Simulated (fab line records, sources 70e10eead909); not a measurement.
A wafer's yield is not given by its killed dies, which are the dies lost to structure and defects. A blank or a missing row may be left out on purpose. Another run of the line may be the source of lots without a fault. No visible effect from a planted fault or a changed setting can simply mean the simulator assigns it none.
fab line records + flow nandHarc
[record]
- lots = 12
- wafers = 36
- lastDay = 33
route steps=1302 shown P_ZERO_WELL@26 P_GATE@132 END@1302
lots that met no fault: taken from a fault-free run of the same line
startH: the number of hours between the record's first day and the start of the first shown wafer of the lot + waitH: hours elapsed since this lot's preceding step + " repeats the value in the row above + L1.1+2: one row covering several wafers at once + - no value, or no start was given + * or withheld: withheld + < > ~ a bound
route shown NAME@n: NAME is a module with steps in the file, n the number in the route of the first one + usual: mean and standard deviation over wafers with no fault + same: alike in all rows + chamber/n: place in a boat + sites: the reading at each site + _std_site: how widely they spread, as a standard deviation + _edge_site: outer sites' mean less inner sites' + radiusMm: for every site, how far away it sits from the centre of the wafer + mask NAME#n: copy n + behind: the last tool/chamber to shape the wafer + hold: the reason the lot was held/the length of the hold in hours/how it ended + device: names the non-switching transistor (n, p or np) + end of line: tests run on the same wafers once the route is complete + for a step that has no rows: nothing shown but its recipe + killed: dies that structure and defects cost at the first sort, which is not the same as the wafer's yield + map: per-die view of a wafer (x killed, . not killed, _ where there is no die)
set.NAME: the setting as run; set.NAME@STEP: as run at that earlier step + model.NAME: the simulator's own value behind a step, which no gauge read
route steps across a sampled set of lots; one table per step, one row per wafer
services: a tool's chamber out of use, with start hour (startH, from the record's first day; less than 0 if before it), hours out, and reason
[[steps]]
[step NHARC_P_ZERO_WELL_EXPOSE_21]
[recipe]
- na = 0.6
- targetCdNm = 720
- doseMj = 22.31
- maskId = P_NWELL
| lot.wafer  | tool          | chamber | startH | waitH | mask         |
|------------|---------------|---------|--------|-------|--------------|
| L574.1+2+4 | krfScanner-02 | 0       | 22.41  | -     | P_NWELL#0    |
| L578.1+2+4 | krfScanner-02 | 0       | 62.42  | -     | P_NWELL#0    |
| L579.2+5+6 | krfScanner-01 | 0       | 72.46  | -     | P_NWELL_R1#0 |
| L580.3+4+5 | krfScanner-01 | 0       | 82.23  | -     | P_NWELL#0    |
| L584.2+5+6 | krfScanner-02 | 0       | 122.43 | -     | P_NWELL#0    |
| L588.4+5+6 | krfScanner-02 | 0       | 162.35 | -     | P_NWELL#0    |
| L589.3+4+6 | krfScanner-02 | 0       | 172.31 | -     | P_NWELL#0    |
| L590.1+2+6 | krfScanner-02 | 0       | 182.21 | -     | P_NWELL#0    |
| L591.1+2+3 | krfScanner-04 | 0       | 192.30 | -     | P_NWELL#0    |
| L592.1+4+5 | krfScanner-01 | 0       | 202.54 | -     | P_NWELL#0    |
| L593.2+3+4 | krfScanner-04 | 0       | 212.43 | -     | P_NWELL#0    |
| L594.2+3+5 | krfScanner-01 | 0       | 222.48 | -     | P_NWELL#0    |
[step NHARC_P_ZERO_WELL_CD_MEAS_24]
[recipe]
- targetCdNm = 720
- landingEnergyEv = 500
[usual]
- cdNm = 719.9/1.6
| lot.wafer | tool     | chamber | startH | waitH | cdNm  |
|-----------|----------|---------|--------|-------|-------|
| L574.1    | cdSem-01 | 0       | 22.57  | -     | 723.3 |
| L574.2    | "        | 0       | "      | "     | 721.2 |
| L574.4    | "        | 0       | "      | "     | 722.9 |
| L578.1    | cdSem-01 | 0       | 62.58  | -     | 721.6 |
| L578.2    | "        | 0       | "      | "     | 721.0 |
| L578.4    | "        | 0       | "      | "     | 718.8 |
| L579.2    | cdSem-01 | 0       | 72.61  | -     | 669.1 |
| L579.5    | "        | 0       | "      | "     | 668.7 |
| L579.6    | "        | 0       | "      | "     | 669.3 |
| L580.3    | cdSem-02 | 0       | 82.38  | -     | 723.1 |
| L580.4    | "        | 0       | "      | "     | 719.1 |
| L580.5    | "        | 0       | "      | "     | 722.6 |
| L584.2    | cdSem-02 | 0       | 122.58 | -     | 719.5 |
| L584.5    | "        | 0       | "      | "     | 719.6 |
| L584.6    | "        | 0       | "      | "     | 721.4 |
| L588.4    | cdSem-01 | 0       | 162.50 | -     | 719.6 |
| L588.5    | "        | 0       | "      | "     | 718.8 |
| L588.6    | "        | 0       | "      | "     | 717.4 |
| L589.3    | cdSem-03 | 0       | 172.47 | -     | 719.1 |
| L589.4    | "        | 0       | "      | "     | 718.9 |
| L589.6    | "        | 0       | "      | "     | 721.4 |
| L590.1    | cdSem-01 | 0       | 182.37 | -     | 718.3 |
| L590.2    | "        | 0       | "      | "     | 718.0 |
| L590.6    | "        | 0       | "      | "     | 721.1 |
| L591.1    | cdSem-01 | 0       | 192.45 | -     | 719.2 |
| L591.2    | "        | 0       | "      | "     | 719.7 |
| L591.3    | "        | 0       | "      | "     | 719.8 |
| L592.1    | cdSem-01 | 0       | 202.69 | -     | 719.9 |
| L592.4    | "        | 0       | "      | "     | 718.5 |
| L592.5    | "        | 0       | "      | "     | 723.0 |
| L593.2    | cdSem-03 | 0       | 212.58 | -     | 723.7 |
| L593.3    | "        | 0       | "      | "     | 722.2 |
| L593.4    | "        | 0       | "      | "     | 723.3 |
| L594.2    | cdSem-03 | 0       | 222.64 | -     | 722.3 |
| L594.3    | "        | 0       | "      | "     | 719.7 |
| L594.5    | "        | 0       | "      | "     | 719.0 |
[step NHARC_P_ZERO_WELL_DESCUM_54]
[recipe]
- timeS = 3
- o2FlowSccm = 200
- arFlowSccm = 0
- biasPowerW = 0
- chemistry = O2
[usual]
- drypumpMotorCurrentA = 5.6/0.42
- mfcArSccm = 0.008/0.011
- oesProductAu = 1.000/0.0085
- rfVppV = 57.7/0.79
- showerheadPlenumPTorr = 1.89/0.064
- throttleValvePct = 11.311/0.0086
| lot.wafer | tool       | chamber | startH | waitH | drypumpMotorCurrentA | mfcArSccm | oesProductAu | rfHoursCounterH | rfVppV | showerheadPlenumPTorr | throttleValvePct |
|-----------|------------|---------|--------|-------|----------------------|-----------|--------------|-----------------|--------|-----------------------|------------------|
| L574.1    | rieDiel-11 | 2       | 26.44  | -     | 5.3                  | 0.037     | 1.003        | 34              | 57.7   | 1.88                  | 11.308           |
| L574.2    | "          | 0       | "      | "     | 6.3                  | 0.002     | 1.005        | 34              | 57.7   | 1.90                  | 11.318           |
| L574.4    | "          | 1       | "      | "     | 5.6                  | 0.005     | 0.999        | 37              | 58.2   | 1.81                  | 11.310           |
| L578.4    | rieDiel-11 | 2       | 66.03  | -     | 5.3                  | 0.037     | 1.001        | 48              | 57.3   | 1.87                  | 11.313           |
| L578.1    | "          | 0       | "      | "     | 6.3                  | 0.002     | 1.007        | 45              | 57.6   | 1.90                  | 11.319           |
| L578.2    | "          | 1       | "      | "     | 5.6                  | 0.005     | 1.005        | 50              | 55.2   | 1.81                  | 11.311           |
| L579.2    | rieDiel-02 | 0       | 76.06  | -     | 5.3                  | 0         | 1.003        | 7               | 57.1   | 1.97                  | 11.315           |
| L579.5    | "          | 2       | "      | "     | 5.0                  | 0         | 1.002        | -               | 58.4   | 1.93                  | 11.317           |
| L579.6    | "          | 3       | "      | "     | 5.2                  | 0         | 1.000        | -               | 58.6   | 1.90                  | 11.319           |
| L580.3    | rieDiel-03 | 1       | 86.35  | -     | 5.8                  | 0         | 0.992        | 51              | 57.1   | 1.79                  | 11.290           |
| L580.5    | "          | 1       | "      | "     | 5.8                  | 0         | 0.999        | -               | 58.9   | 1.79                  | 11.316           |
| L580.4    | "          | 2       | "      | "     | 5.5                  | 0         | 0.985        | -               | 57.7   | 1.94                  | 11.300           |
| L584.2    | rieDiel-11 | 2       | 125.93 | -     | 5.3                  | 0.037     | 0.994        | 11              | 56.9   | 1.87                  | 11.317           |
| L584.5    | "          | 0       | "      | "     | 6.3                  | 0.002     | 0.996        | -               | 57.2   | 1.90                  | 11.316           |
| L584.6    | "          | 1       | "      | "     | 5.6                  | 0.005     | 0.997        | -               | 57.5   | 1.81                  | 11.303           |
| L588.4    | rieDiel-11 | 2       | 165.82 | -     | 5.3                  | 0.037     | 1.014        | 26              | 57.2   | 1.86                  | 11.330           |
| L588.5    | "          | 0       | "      | "     | 6.2                  | 0.002     | 1.012        | -               | 57.7   | 1.89                  | 11.313           |
| L588.6    | "          | 1       | "      | "     | 5.6                  | 0.005     | 1.004        | -               | 56.7   | 1.80                  | 11.313           |
| L589.4    | rieDiel-03 | 3       | 176.03 | -     | 5.1                  | 0.016     | 1.004        | 21              | 57.5   | 1.90                  | 11.309           |
| L589.3    | "          | 1       | "      | "     | 5.8                  | 0         | 0.996        | 20              | 57.6   | 1.78                  | 11.336           |
| L589.6    | "          | 0       | "      | "     | 6.1                  | 0         | 0.999        | -               | 59.1   | 1.94                  | 11.306           |
| L590.2    | rieDiel-03 | 0       | 185.55 | -     | 6.0                  | 0         | 1.007        | 24              | 57.1   | 1.94                  | 11.305           |
| L590.1    | "          | 2       | "      | "     | 5.5                  | 0         | 1.008        | 20              | 57.1   | 1.93                  | 11.312           |
| L590.6    | "          | 3       | "      | "     | 5.1                  | 0.016     | 1.004        | -               | 58.1   | 1.90                  | 11.313           |
| L591.2    | rieDiel-11 | 0       | 195.94 | -     | 6.3                  | 0.002     | 1.012        | 37              | 58.0   | 1.89                  | 11.306           |
| L591.1    | "          | 1       | "      | "     | 5.6                  | 0.005     | 0.997        | 38              | 58.0   | 1.80                  | 11.307           |
| L591.3    | "          | 2       | "      | "     | 5.3                  | 0.037     | 0.997        | 37              | 57.4   | 1.86                  | 11.305           |
| L592.4    | rieDiel-03 | 0       | 206.01 | -     | 6.1                  | 0         | 1.002        | 27              | 58.1   | 1.94                  | 11.302           |
| L592.1    | "          | 1       | "      | "     | 5.7                  | 0         | 1.004        | 27              | 56.4   | 1.78                  | 11.319           |
| L592.5    | "          | 3       | "      | "     | 5.0                  | 0.016     | 1.004        | -               | 57.9   | 1.90                  | 11.315           |
| L593.3    | rieDiel-02 | 1       | 215.90 | -     | 6.2                  | 0.024     | 0.995        | 48              | 56.8   | 1.77                  | 11.314           |
| L593.2    | "          | 2       | "      | "     | 4.9                  | 0         | 0.987        | 35              | 56.7   | 1.92                  | 11.316           |
| L593.4    | "          | 0       | "      | "     | 5.2                  | 0         | 0.997        | 53              | 57.7   | 1.95                  | 11.323           |
| L594.3    | rieDiel-02 | 0       | 228.64 | -     | 5.2                  | 0         | 0.994        | 0               | 58.4   | 1.95                  | 11.322           |
| L594.2    | "          | 1       | "      | "     | 6.2                  | 0.024     | 0.994        | 1               | 59.4   | 2.08                  | 11.303           |
| L594.5    | "          | 2       | "      | "     | 5.0                  | 0         | 1.005        | -               | 58.8   | 1.92                  | 11.314           |
[step NHARC_P_ZERO_WELL_RTA_42]
[recipe]
- tempC = 1100
- timeS = 300
[usual]
- lampPowerPct = 38/5.8
- lamp_zone_6_pct = 38/5.8
- wafer_temp_C_max = 1105.2/1.3
| lot.wafer | tool         | chamber | startH | waitH | lampPowerPct | lamp_zone_6_pct | wafer_temp_C_max |
|-----------|--------------|---------|--------|-------|--------------|-----------------|------------------|
| L574.1    | rtpAnneal-01 | 0       | 27.41  | -     | 42           | 42              | 1105.5           |
| L574.2    | "            | 0       | "      | "     | 42           | 42              | 1107.3           |
| L574.4    | "            | 0       | "      | "     | 42           | 42              | 1105.0           |
| L578.1    | rtpAnneal-01 | 0       | 67.00  | -     | 42           | 42              | 1104.7           |
| L578.2    | "            | 0       | "      | "     | 42           | 42              | 1105.9           |
| L578.4    | "            | 0       | "      | "     | 42           | 42              | 1105.0           |
| L579.2    | rtpAnneal-02 | 0       | 77.17  | -     | 30           | 30              | 1103.5           |
| L579.5    | "            | 0       | "      | "     | 30           | 30              | 1103.4           |
| L579.6    | "            | 0       | "      | "     | 30           | 30              | 1104.0           |
| L580.3    | rtpAnneal-02 | 0       | 87.57  | -     | 30           | 30              | 1106.1           |
| L580.4    | "            | 0       | "      | "     | 30           | 30              | 1105.2           |
| L580.5    | "            | 0       | "      | "     | 30           | 30              | 1103.8           |
| L584.2    | rtpAnneal-01 | 0       | 126.99 | -     | 42           | 42              | 1105.0           |
| L584.5    | "            | 0       | "      | "     | 42           | 42              | 1104.5           |
| L584.6    | "            | 0       | "      | "     | 42           | 42              | 1106.4           |
| L588.4    | rtpAnneal-02 | 0       | 167.11 | -     | 30           | 30              | 1103.7           |
| L588.5    | "            | 0       | "      | "     | 30           | 30              | 1104.0           |
| L588.6    | "            | 0       | "      | "     | 30           | 30              | 1103.9           |
| L589.3    | rtpAnneal-02 | 0       | 177.22 | -     | 30           | 30              | 1104.1           |
| L589.4    | "            | 0       | "      | "     | 30           | 30              | 1104.2           |
| L589.6    | "            | 0       | "      | "     | 30           | 30              | 1103.4           |
| L590.1    | rtpAnneal-01 | 0       | 186.51 | -     | 42           | 42              | 1104.6           |
| L590.2    | "            | 0       | "      | "     | 42           | 42              | 1106.0           |
| L590.6    | "            | 0       | "      | "     | 42           | 42              | 1104.5           |
| L591.1    | rtpAnneal-01 | 0       | 196.90 | -     | 42           | 42              | 1106.6           |
| L591.2    | "            | 0       | "      | "     | 42           | 42              | 1103.7           |
| L591.3    | "            | 0       | "      | "     | 42           | 42              | 1106.5           |
| L592.1    | rtpAnneal-01 | 0       | 206.96 | -     | 42           | 42              | 1105.2           |
| L592.4    | "            | 0       | "      | "     | 42           | 42              | 1108.1           |
| L592.5    | "            | 0       | "      | "     | 42           | 42              | 1105.8           |
| L593.2    | rtpAnneal-02 | 0       | 217.10 | -     | 30           | 30              | 1104.2           |
| L593.3    | "            | 0       | "      | "     | 30           | 30              | 1104.8           |
| L593.4    | "            | 0       | "      | "     | 30           | 30              | 1103.9           |
| L594.2    | rtpAnneal-01 | 0       | 229.71 | -     | 42           | 42              | 1105.6           |
| L594.3    | "            | 0       | "      | "     | 42           | 42              | 1105.7           |
| L594.5    | "            | 0       | "      | "     | 42           | 42              | 1104.4           |
[step NHARC_P_GATE_DEP_103]
[recipe]
- targetThkA = 300
- targetThkNm = 30
- tempC = 400
- flowSccm = 200
- rfW = 350
- material = SiON
[usual]
- heaterPowerW = 785/110
- rfFwdPowerW = 348.6/1.2
| lot.wafer | tool     | chamber | startH | waitH | heaterPowerW | rfFwdPowerW |
|-----------|----------|---------|--------|-------|--------------|-------------|
| L574.2    | pecvd-01 | 0       | 105.08 | 0.5   | 658          | 349.0       |
| L574.1    | "        | 1       | "      | "     | 847          | 349.2       |
| L574.4    | "        | 0       | "      | "     | 679          | 348.8       |
| L578.2    | pecvd-04 | 2       | 137.45 | 0.4   | 715          | 348.6       |
| L578.1    | "        | 0       | "      | "     | 921          | 350.8       |
| L578.4    | "        | 2       | "      | "     | 722          | 348.1       |
| L579.2    | pecvd-01 | 1       | 161.70 | 0.5   | 966          | 348.6       |
| L579.5    | "        | 0       | "      | "     | 640          | 349.9       |
| L579.6    | "        | 1       | "      | "     | 979          | 347.7       |
| L580.3    | pecvd-01 | 1       | 173.53 | 0.4   | 865          | 349.9       |
| L580.4    | "        | 0       | "      | "     | 661          | 348.2       |
| L580.5    | "        | 2       | "      | "     | 680          | 347.9       |
| L584.2    | pecvd-01 | 1       | 195.76 | 0.5   | 936          | 347.1       |
| L584.6    | "        | 0       | "      | "     | 688          | 349.7       |
| L584.5    | "        | 1       | "      | "     | 935          | 348.9       |
| L588.4    | pecvd-03 | 2       | 246.52 | 0.3   | 601          | 350.0       |
| L588.6    | "        | 0       | "      | "     | 837          | 346.8       |
| L588.5    | "        | 1       | "      | "     | 957          | 347.6       |
| L589.3    | pecvd-01 | 0       | 251.30 | 0.3   | 723          | 349.6       |
| L589.6    | "        | 0       | "      | "     | 722          | 350.7       |
| L589.4    | "        | 1       | "      | "     | 952          | 347.2       |
| L590.1    | pecvd-01 | 0       | 263.82 | 0.6   | 666          | 347.0       |
| L590.2    | "        | 1       | "      | "     | 936          | 351.0       |
| L590.6    | "        | 1       | "      | "     | 946          | 349.7       |
| L591.2    | pecvd-04 | 1       | 264.38 | 0.4   | 651          | 347.6       |
| L591.3    | "        | 2       | "      | "     | 693          | 350.1       |
| L591.1    | "        | 0       | "      | "     | 845          | 348.1       |
| L592.1    | pecvd-03 | 0       | 276.42 | 0.6   | 780          | 348.3       |
| L592.4    | "        | 2       | "      | "     | 720          | 350.7       |
| L592.5    | "        | 1       | "      | "     | 981          | 347.5       |
| L593.2    | pecvd-01 | 2       | 293.06 | 0.4   | 625          | 348.5       |
| L593.3    | "        | 0       | "      | "     | 679          | 347.1       |
| L593.4    | "        | 2       | "      | "     | 646          | 347.7       |
| L594.3    | pecvd-04 | 2       | 297.43 | 0.4   | 736          | 348.3       |
| L594.2    | "        | 0       | "      | "     | 921          | 350.0       |
| L594.5    | "        | 2       | "      | "     | 741          | 346.9       |
[step NHARC_END_SORT_01]
[recipe]
- tempC = 25
[usual]
- killedAtArray = 64/18
- killedAtOther = 0.8/1.1
- killedAtPeriphery = 3.8/2.7
- killedDies = 68/18
- killedOpen = 3.3/1.9
- killedShort = 2.3/1.8
[same]
- grossDies = 677
| lot.wafer | tool      | chamber | startH | waitH | killedAtArray | killedAtOther | killedAtPeriphery | killedDies | killedOpen | killedShort |
|-----------|-----------|---------|--------|-------|---------------|---------------|-------------------|------------|------------|-------------|
| L579.2    | prober-02 | 0       | 616.57 | 2.8   | 56            | 0             | 5                 | 61         | 4          | 3           |
| L579.5    | prober-02 | 0       | 619.00 | 3.7   | 65            | 3             | 2                 | 70         | 1          | 2           |
| L590.1    | prober-01 | 0       | 735.99 | 2.5   | 67            | 1             | 2                 | 70         | 5          | 0           |
| L590.2    | prober-01 | 0       | 736.77 | 2.8   | 78            | 1             | 0                 | 79         | 2          | 1           |
| L590.6    | prober-01 | 0       | 739.89 | 3.9   | 72            | 3             | 3                 | 78         | 3          | 4           |
| L593.2    | prober-01 | 0       | 779.81 | 2.8   | 51            | 4             | 4                 | 59         | 4          | 3           |
| L593.3    | prober-01 | 0       | 780.61 | 3.1   | 65            | 4             | 6                 | 75         | 4          | 5           |
| L593.4    | prober-01 | 0       | 781.41 | 3.4   | 63            | 0             | 4                 | 67         | 4          | 1           |
// killed by level:class
L579.2 A_SLIT:chamberFilmFlake=27 A_STAIRCASE:chamberFilmFlake=8 A_CHANNEL_HOLE_D2:chamberFilmFlake=6 A_CONTACT:chamberFilmFlake=5 A_CHANNEL_HOLE_D1:chamberFilmFlake=3 P_ZERO_WELL:chamberFilmFlake=2 P_ZERO_WELL:areaExpose=2 P_M2:geometricParticle:open=1
L579.5 A_SLIT:chamberFilmFlake=27 A_CHANNEL_HOLE_D2:chamberFilmFlake=14 A_STAIRCASE:chamberFilmFlake=7 A_CHANNEL_HOLE_D1:chamberFilmFlake=6 A_CONTACT:chamberFilmFlake=6 THIN_TSV:chamberFilmFlake=2 P_CONTACT:geometricParticle:short=1 A_SGD_CUT:geometricParticle:open=1
L590.1 A_SLIT:chamberFilmFlake=28 A_CHANNEL_HOLE_D2:chamberFilmFlake=24 A_CONTACT:chamberFilmFlake=5 A_CHANNEL_HOLE_D2:geometricParticle:open=2 A_STAIRCASE:chamberFilmFlake=2 A_ONON_D1:geometricParticle:open=1 A_CHANNEL_FILL_D1:geometricParticle:open=1 A_M0:geometricParticle:open=1
L590.2 A_CHANNEL_HOLE_D2:chamberFilmFlake=31 A_SLIT:chamberFilmFlake=28 A_CHANNEL_HOLE_D1:chamberFilmFlake=7 A_CONTACT:chamberFilmFlake=7 A_STAIRCASE:geometricParticle:open=1 A_WL_FILL:geometricParticle:short=1 A_CONTACT:geometricParticle:open=1 A_DECK1_JOINT:chamberFilmFlake=1
L590.6 A_SLIT:chamberFilmFlake=30 A_CHANNEL_HOLE_D2:chamberFilmFlake=22 A_CONTACT:chamberFilmFlake=7 A_CHANNEL_HOLE_D1:chamberFilmFlake=5 THIN_TSV:chamberFilmFlake=2 P_CONTACT:geometricParticle:short=1 P_M2:geometricParticle:open=1 A_ONON_D1:geometricParticle:short=1
L593.2 A_SLIT:chamberFilmFlake=25 A_CHANNEL_HOLE_D1:chamberFilmFlake=10 A_STAIRCASE:chamberFilmFlake=6 A_CONTACT:chamberFilmFlake=4 THIN_TSV:chamberFilmFlake=3 P_CONTACT:geometricParticle:open=1 A_CHANNEL_FILL_D1:geometricParticle:open=1 A_DECK1_JOINT:geometricParticle:short=1
L593.3 A_SLIT:chamberFilmFlake=32 A_CHANNEL_HOLE_D1:chamberFilmFlake=15 A_CONTACT:chamberFilmFlake=9 THIN_TSV:chamberFilmFlake=4 A_STAIRCASE:chamberFilmFlake=2 P_GATE:geometricParticle:short=1 P_M0:geometricParticle:short=1 A_SOURCE_PLATE:geometricParticle:open=1
L593.4 A_SLIT:chamberFilmFlake=34 A_CHANNEL_HOLE_D1:chamberFilmFlake=15 A_CONTACT:chamberFilmFlake=8 A_CHANNEL_HOLE_D2:chamberFilmFlake=3 P_BONDPAD:chamberFilmFlake=2 P_GATE:geometricParticle:open=1 P_M1:geometricParticle:open=1 A_WL_FILL:geometricParticle:short=1
[[services]]
| tool          | chamber | startH | hours | kind   |
|---------------|---------|--------|-------|--------|
| rieDiel-03    | 3       | -0.96  | 2.9   | repair |
| rtpAnneal-02  | -       | 12.00  | 12.0  | pm     |
| rieDiel-02    | -       | 40.37  | 9.0   | pm     |
| rieDiel-03    | 2       | 56.21  | 2.5   | repair |
| rieDiel-03    | 3       | 59.40  | 5.6   | repair |
| rieDiel-11    | 0       | 75.39  | 7.9   | repair |
| rieDiel-11    | -       | 78.53  | 9.0   | pm     |
| rieDiel-03    | 3       | 84.47  | 6.9   | repair |
| krfScanner-02 | -       | 94.00  | 4.0   | pm     |
| rieDiel-11    | -       | 96.01  | 1.3   | repair |
| rieDiel-03    | -       | 104.38 | 9.0   | pm     |
| pecvd-01      | -       | 130.00 | 13.0  | pm     |
| krfScanner-01 | -       | 140.00 | 4.0   | pm     |
| krfScanner-01 | -       | 146.64 | 0.8   | repair |
| krfScanner-01 | -       | 147.72 | 3.9   | repair |
| krfScanner-02 | -       | 159.04 | 0.8   | repair |
| rieDiel-11    | 3       | 189.91 | 5.3   | repair |
| krfScanner-02 | -       | 215.09 | 0.6   | repair |
| rieDiel-11    | 3       | 247.73 | 3.7   | repair |
| rieDiel-11    | 0       | 252.34 | 2.6   | repair |
| rieDiel-11    | -       | 255.53 | 9.0   | pm     |
| rieDiel-03    | 1       | 262.06 | 34.1  | repair |
| krfScanner-02 | -       | 266.00 | 4.0   | pm     |
| rieDiel-03    | -       | 281.38 | 9.0   | pm     |
[[key]]
[firstSign]
- step = NHARC_P_ZERO_WELL_EXPOSE_21
- reading = mask
- direction = changed
[effect]
- step = NHARC_P_ZERO_WELL_CD_MEAS_24
- reading = cdNm
- direction = down
- sigmas = 31
- usual = 719.9
- struck = 669.0
metAt NHARC_P_ZERO_WELL_EXPOSE_21
struckLots L579
testerLeftOut L579
notActingAt NHARC_P_ZERO_WELL_DESCUM_54,NHARC_P_ZERO_WELL_RTA_42,NHARC_P_GATE_DEP_103
[fault]
- kind = wrongMask
- tool = any
- chamber = -
- onsetH = 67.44
- steps = NHARC_P_ZERO_WELL_EXPOSE_21
- auxCopy = P_NWELL_R1#0
- cdOffsetNm = -49.509
- scope = struckLotsOnly
// testerLeftOut: of these lots the tester's yield and bins aren't shown, on N5 and GAA mostly nor the transistor test; their killed dies are dies lost to structure and defects alone, not to doping, threshold or leakage, so they don't give the yield
